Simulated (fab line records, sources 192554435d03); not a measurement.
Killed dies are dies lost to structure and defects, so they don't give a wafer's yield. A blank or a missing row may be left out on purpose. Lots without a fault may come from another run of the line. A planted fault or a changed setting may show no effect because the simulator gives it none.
Chamber matching | flow n5_finfet | N5_BEOL_M11_ETCH_61 on rie_diel-02: 4 sister chambers
The step etches SiARC in CF4, target depth 39 nm, time 65 s. 7 wafers are shown with their chamber, then 7 later ones without.

WAFERS WITH THEIR CHAMBER
wafer  | chamber | showerhead_plenum_p_Torr (Torr) | drypump_motor_current_A (A)
L075.6 | 2       | 2.13                            | 5.95
L076.2 | 1       | 2.25                            | 5.98
L081.2 | 3       | 2.11                            | 6.16
L081.4 | 0       | 2.11                            | 5.54
L081.6 | 3       | 2.11                            | 6.17
L085.1 | 0       | 2.10                            | 5.51
L085.3 | 2       | 2.12                            | 5.93

WAFERS WITHOUT THEIR CHAMBER
wafer  | showerhead_plenum_p_Torr (Torr) | drypump_motor_current_A (A)
L085.6 | 2.24                            | 5.98
L089.2 | 2.24                            | 5.96
L089.5 | 2.12                            | 5.92
L089.6 | 2.11                            | 6.12
L088.1 | 2.10                            | 5.52
L088.3 | 2.24                            | 5.95
L088.6 | 2.10                            | 6.13

WHICH CHAMBER EACH WENT THROUGH
wafer  | from the rows above | in truth
L085.6 | 1                   | 1
L089.2 | 1                   | 1
L089.5 | 2                   | 2
L089.6 | 3                   | 3
L088.1 | 0                   | 0
L088.3 | 1                   | 1
L088.6 | 3                   | 3
Placed correctly: 7 of 7. Can't be placed from these rows: 0. Placed wrongly: 0.
How it was worked out, from the rows above alone: a wafer's distance from a chamber is the root of the sum, over the readings, of the square of ((its reading less the chamber's mean) divided by the reading's scatter). The wafer belongs to the nearest chamber; if the next one is less than 2 further off, it can't be placed. A chamber's mean is the mean of its shown wafers. The scatter: the root of (the sum of the squares of (reading less its chamber's mean) over the shown wafers, divided by (wafers less chambers)).
